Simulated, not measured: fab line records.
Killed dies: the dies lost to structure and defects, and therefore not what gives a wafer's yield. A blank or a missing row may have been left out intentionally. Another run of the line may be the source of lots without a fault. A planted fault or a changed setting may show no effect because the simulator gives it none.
Chamber matching :: flow n5Finfet :: N5_BEOL_M12_ETCH_59 on rieDiel-04 has 4 sister chambers
The step etches BARC in N2/H2, target depth 89 nm, overetch 26.7 nm, time 67.9 s. 24 wafers are shown with their chamber, then 12 later ones without.

EACH WAFER AND ITS CHAMBER
wafer: L074.2
chamber: 0
drypumpMotorCurrentA (A): 6.2
showerheadPlenumPTorr (Torr): 2.44
throttleValvePct (%): 17.73

wafer: L074.3
chamber: 3
drypumpMotorCurrentA (A): 5.7
showerheadPlenumPTorr (Torr): 2.51
throttleValvePct (%): 18.19

wafer: L074.4
chamber: 2
drypumpMotorCurrentA (A): 6.4
showerheadPlenumPTorr (Torr): 2.43
throttleValvePct (%): 17.90

wafer: L077.2
chamber: 3
drypumpMotorCurrentA (A): 5.6
showerheadPlenumPTorr (Torr): 2.51
throttleValvePct (%): 18.19

wafer: L077.5
chamber: 0
drypumpMotorCurrentA (A): 6.1
showerheadPlenumPTorr (Torr): 2.43
throttleValvePct (%): 17.75

wafer: L077.6
chamber: 1
drypumpMotorCurrentA (A): 5.4
showerheadPlenumPTorr (Torr): 2.57
throttleValvePct (%): 17.96

wafer: L080.1
chamber: 1
drypumpMotorCurrentA (A): 5.4
showerheadPlenumPTorr (Torr): 2.57
throttleValvePct (%): 17.96

wafer: L080.2
chamber: 0
drypumpMotorCurrentA (A): 6.2
showerheadPlenumPTorr (Torr): 2.43
throttleValvePct (%): 17.77

wafer: L080.3
chamber: 2
drypumpMotorCurrentA (A): 6.4
showerheadPlenumPTorr (Torr): 2.43
throttleValvePct (%): 17.93

wafer: L080.4
chamber: 3
drypumpMotorCurrentA (A): 5.7
showerheadPlenumPTorr (Torr): 2.51
throttleValvePct (%): 18.21

wafer: L080.5
chamber: 0
drypumpMotorCurrentA (A): 6.1
showerheadPlenumPTorr (Torr): 2.43
throttleValvePct (%): 17.76

wafer: L080.6
chamber: 1
drypumpMotorCurrentA (A): 5.4
showerheadPlenumPTorr (Torr): 2.57
throttleValvePct (%): 17.96

wafer: L079.3
chamber: 2
drypumpMotorCurrentA (A): 6.4
showerheadPlenumPTorr (Torr): 2.43
throttleValvePct (%): 17.94

wafer: L079.5
chamber: 2
drypumpMotorCurrentA (A): 6.4
showerheadPlenumPTorr (Torr): 2.43
throttleValvePct (%): 17.93

wafer: L079.6
chamber: 3
drypumpMotorCurrentA (A): 5.7
showerheadPlenumPTorr (Torr): 2.51
throttleValvePct (%): 18.21

wafer: L084.1
chamber: 2
drypumpMotorCurrentA (A): 6.4
showerheadPlenumPTorr (Torr): 2.42
throttleValvePct (%): 17.94

wafer: L084.2
chamber: 3
drypumpMotorCurrentA (A): 5.7
showerheadPlenumPTorr (Torr): 2.50
throttleValvePct (%): 18.21

wafer: L084.3
chamber: 0
drypumpMotorCurrentA (A): 6.2
showerheadPlenumPTorr (Torr): 2.43
throttleValvePct (%): 17.79

wafer: L084.4
chamber: 1
drypumpMotorCurrentA (A): 5.4
showerheadPlenumPTorr (Torr): 2.56
throttleValvePct (%): 17.98

wafer: L084.5
chamber: 2
drypumpMotorCurrentA (A): 6.4
showerheadPlenumPTorr (Torr): 2.42
throttleValvePct (%): 17.95

wafer: L084.6
chamber: 1
drypumpMotorCurrentA (A): 5.4
showerheadPlenumPTorr (Torr): 2.56
throttleValvePct (%): 17.97

wafer: L087.1
chamber: 2
drypumpMotorCurrentA (A): 6.4
showerheadPlenumPTorr (Torr): 2.42
throttleValvePct (%): 17.95

wafer: L087.2
chamber: 3
drypumpMotorCurrentA (A): 5.6
showerheadPlenumPTorr (Torr): 2.50
throttleValvePct (%): 18.22

wafer: L087.3
chamber: 1
drypumpMotorCurrentA (A): 5.4
showerheadPlenumPTorr (Torr): 2.56
throttleValvePct (%): 17.98

SIGNATURES (averages over the wafers above)
reading: drypumpMotorCurrentA
chamber 0: 6.160
chamber 1: 5.400
chamber 2: 6.400
chamber 3: 5.667
scatter within a chamber: 0.0356

reading: showerheadPlenumPTorr
chamber 0: 2.4320
chamber 1: 2.5650
chamber 2: 2.4257
chamber 3: 2.5067
scatter within a chamber: 0.00517

reading: throttleValvePct
chamber 0: 17.7600
chamber 1: 17.9683
chamber 2: 17.9343
chamber 3: 18.2050
scatter within a chamber: 0.0158
Rule: distance of a wafer from a chamber = root of the sum over the readings of ((wafer's reading minus chamber's mean) / reading's scatter) squared. If the next closest chamber is less than 2 further off than the closest, the wafer can't be placed; otherwise it belongs to the closest. How the scatter is found: for the shown wafers, subtract from each reading the mean of its chamber, square and add these, divide the total by (wafers less chambers), then take the root.

WAFERS MISSING THEIR CHAMBER
wafer: L087.4
drypumpMotorCurrentA (A): 6.2
showerheadPlenumPTorr (Torr): 2.43
throttleValvePct (%): 17.79

wafer: L087.5
drypumpMotorCurrentA (A): 5.4
showerheadPlenumPTorr (Torr): 2.56
throttleValvePct (%): 18.00

wafer: L087.6
drypumpMotorCurrentA (A): 6.1
showerheadPlenumPTorr (Torr): 2.43
throttleValvePct (%): 17.79

wafer: L090.1
drypumpMotorCurrentA (A): 6.2
showerheadPlenumPTorr (Torr): 2.42
throttleValvePct (%): 17.80

wafer: L090.4
drypumpMotorCurrentA (A): 5.7
showerheadPlenumPTorr (Torr): 2.50
throttleValvePct (%): 18.24

wafer: L090.6
drypumpMotorCurrentA (A): 5.4
showerheadPlenumPTorr (Torr): 2.56
throttleValvePct (%): 18.01

wafer: L093.1
drypumpMotorCurrentA (A): 5.4
showerheadPlenumPTorr (Torr): 2.55
throttleValvePct (%): 18.02

wafer: L093.5
drypumpMotorCurrentA (A): 5.4
showerheadPlenumPTorr (Torr): 2.55
throttleValvePct (%): 18.02

wafer: L093.6
drypumpMotorCurrentA (A): 6.4
showerheadPlenumPTorr (Torr): 2.42
throttleValvePct (%): 17.96

wafer: L097.2
drypumpMotorCurrentA (A): 6.2
showerheadPlenumPTorr (Torr): 2.42
throttleValvePct (%): 17.84

wafer: L097.3
drypumpMotorCurrentA (A): 5.4
showerheadPlenumPTorr (Torr): 2.55
throttleValvePct (%): 18.04

wafer: L097.6
drypumpMotorCurrentA (A): 6.2
showerheadPlenumPTorr (Torr): 2.42
throttleValvePct (%): 17.82

EACH ONE'S CHAMBER
wafer: L087.4
from the rows above: 0
in truth: 0

wafer: L087.5
from the rows above: 1
in truth: 1

wafer: L087.6
from the rows above: 0
in truth: 0

wafer: L090.1
from the rows above: 0
in truth: 0

wafer: L090.4
from the rows above: 3
in truth: 3

wafer: L090.6
from the rows above: 1
in truth: 1

wafer: L093.1
from the rows above: 1
in truth: 1

wafer: L093.5
from the rows above: 1
in truth: 1

wafer: L093.6
from the rows above: 2
in truth: 2

wafer: L097.2
from the rows above: 0
in truth: 0

wafer: L097.3
from the rows above: 1
in truth: 1

wafer: L097.6
from the rows above: 0
in truth: 0
Correct placement for 12 of the 12. Left unplaced by these rows: 0. Placed wrongly: 0.
